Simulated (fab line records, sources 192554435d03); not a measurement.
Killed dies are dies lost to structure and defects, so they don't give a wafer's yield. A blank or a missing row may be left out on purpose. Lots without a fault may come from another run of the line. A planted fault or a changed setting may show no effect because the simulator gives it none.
Chamber matching | flow n5_finfet | N5_BEOL_M12_ETCH_67 on rie_diel-01: 4 sister chambers
The step etches SiARC in CF4, target depth 143 nm, time 238.3 s. 4 wafers are shown with their chamber, then 7 later ones without.

WAFERS WITH THEIR CHAMBER
wafer  | chamber | showerhead_plenum_p_Torr (Torr)
L082.4 | 3       | 2.17
L085.5 | 2       | 2.22
L089.1 | 1       | 2.09
L089.2 | 0       | 2.16

WAFERS WITHOUT THEIR CHAMBER
wafer  | showerhead_plenum_p_Torr (Torr)
L089.3 | 2.16
L090.1 | 2.16
L090.3 | 2.08
L090.5 | 2.16
L095.2 | 2.21
L095.5 | 2.16
L095.6 | 2.21

WHICH CHAMBER EACH WENT THROUGH
wafer  | from the rows above     | in truth
L089.3 | can't be placed: 0 or 3 | 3
L090.1 | can't be placed: 0 or 3 | 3
L090.3 | 1                       | 1
L090.5 | can't be placed: 0 or 3 | 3
L095.2 | 2                       | 2
L095.5 | can't be placed: 0 or 3 | 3
L095.6 | 2                       | 2
Placed correctly: 3 of 7. Can't be placed from these rows: 4 (the true chamber is among the candidates in 4). Placed wrongly: 0.
How it was worked out, from the rows above alone: a wafer's distance from a chamber is the root of the sum, over the readings, of the square of ((its reading less the chamber's mean) divided by the reading's scatter). The wafer belongs to the nearest chamber; if the next one is less than 2 further off, it can't be placed. A chamber's mean is the mean of its shown wafers. The scatter: with one shown wafer a chamber, the root of the mean of the squares of how far each hidden wafer lies from its nearest shown one.
